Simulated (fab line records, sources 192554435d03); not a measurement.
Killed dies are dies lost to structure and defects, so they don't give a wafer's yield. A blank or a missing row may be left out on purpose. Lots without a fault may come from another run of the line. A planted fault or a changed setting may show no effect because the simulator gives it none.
Split-lot experiment | flow n5_finfet | 7 lots, 21 wafers read, on a route of 1938 steps

THE SPLIT
At N5_SD_EPI_N_PEB_07 (peb time 60 s), the setting peb_time_s was moved away from the recipe's 60 s on 9 of the 21 wafers read, by -20.6% to +21.8%. The other wafers ran this setting at the recipe's value.

FROM THE SPLIT TO THE READING: what the file shows between them, 1 step
- N5_SD_EPI_N_DEVELOP_08: develop time 30 s

THE READING
cd_nm, in nm, at N5_SD_EPI_N_CD_MEAS_09 (target cd 120 nm). Fault-free wafers of this fab line usually give 119.7 nm, standard deviation 0.73 nm.

wafer  | tool, chamber at the split | peb_time_s as run, s | against the recipe | cd_nm, nm | against lot-mates on the recipe
L074.1 | litho_track-04, 0          | 60                   | recipe             | 120.9     | -
L074.3 | litho_track-04, 0          | 60                   | recipe             | 121.2     | -
L074.5 | litho_track-04, 0          | 60                   | recipe             | 120.9     | -
L076.2 | litho_track-01, 0          | 73.1                 | +21.8%             | 123.2     | no lot-mate on the recipe
L076.3 | litho_track-01, 0          | 73.1                 | +21.8%             | 123.4     | no lot-mate on the recipe
L076.5 | litho_track-01, 0          | 73.1                 | +21.8%             | 126.4     | no lot-mate on the recipe
L082.4 | litho_track-01, 0          | 63.93                | +6.5%              | 125.8     | +3.7
L082.5 | litho_track-01, 0          | 60                   | recipe             | 124.1     | -
L082.6 | litho_track-01, 0          | 60                   | recipe             | 120.1     | -
L083.1 | litho_track-01, 0          | 60                   | recipe             | 119.9     | -
L083.3 | litho_track-01, 0          | 60                   | recipe             | 119.6     | -
L083.5 | litho_track-01, 0          | 63.72                | +6.2%              | 121.5     | +1.8
L084.2 | litho_track-03, 0          | 48.76                | -18.7%             | 110.1     | -10.2
L084.3 | litho_track-03, 0          | 60                   | recipe             | 120.3     | -
L084.4 | litho_track-03, 0          | 48.76                | -18.7%             | 110.9     | -9.4
L088.1 | litho_track-01, 0          | 60                   | recipe             | 120.7     | -
L088.2 | litho_track-01, 0          | 47.62                | -20.6%             | 114.1     | -7.5
L088.3 | litho_track-01, 0          | 60                   | recipe             | 122.4     | -
L090.1 | litho_track-01, 0          | 53.54                | -10.8%             | 113.7     | -5.0
L090.2 | litho_track-01, 0          | 60                   | recipe             | 119.7     | -
L090.4 | litho_track-01, 0          | 60                   | recipe             | 117.7     | -

THE FIT
A straight line over all 21 wafers: cd_nm changes by +0.319 nm for each +1% of peb_time_s; r = +0.85; the points scatter about the line by 2.3 nm.
The same after taking each lot's own level away (the mean of its wafers on the recipe; 18 wafers): +0.458 nm for each +1%; r = +0.96; scatter 1.1 nm.
On that fit, the largest move of peb_time_s shifts the reading by 10 nm.
The lots' own levels span 118.70 to 122.10 nm, that is 4.7 times the standard deviation above.
So the lot-to-lot level changes the slope: the two fits differ.
Check: with one of the wafers moved furthest among these (-20.6%) left out of the fit, the line predicts -10.5 nm for it against its lot-mates. It came out at -7.45 nm against them.

THE WHOLE CHAIN: every reading that the file lists as answering this split, in the file's order
step                    | what it does                                                | reading                                                         | change (the file's fit)               | r (the file's)
N5_SD_EPI_N_CD_MEAS_09  | target cd 120 nm                                            | cd_nm                                                           | +0.437 nm for each +1% of the setting | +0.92
N5_SD_EPI_N_DESCUM_14   | chemistry O2, time 7.9 s                                    | SD_EPI_N.cd_nm (the simulator's own value, which no gauge read) | +0.458 nm for each +1% of the setting | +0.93
N5_SD_EPI_N_ETCH_34     | etches SiARC in CF4, target depth 45.5 nm, time 75.8 s      | SD_EPI_N.cd_nm (the simulator's own value, which no gauge read) | +0.472 nm for each +1% of the setting | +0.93
N5_SD_EPI_N_ETCH_35     | etches SOC in N2/H2, overetch 108 nm, time 486 s            | SD_EPI_N.cd_nm (the simulator's own value, which no gauge read) | +0.437 nm for each +1% of the setting | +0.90
N5_SD_EPI_N_ETCHBACK_44 | etches SiNx in CH3F/O2, stops on SiO2, target depth 14.5 nm | SD_EPI_N.cd_nm (the simulator's own value, which no gauge read) | +0.428 nm for each +1% of the setting | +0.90

THE FILE'S OWN FIT
cd_nm changes by +0.437 nm for each +1% of peb_time_s, r = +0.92.
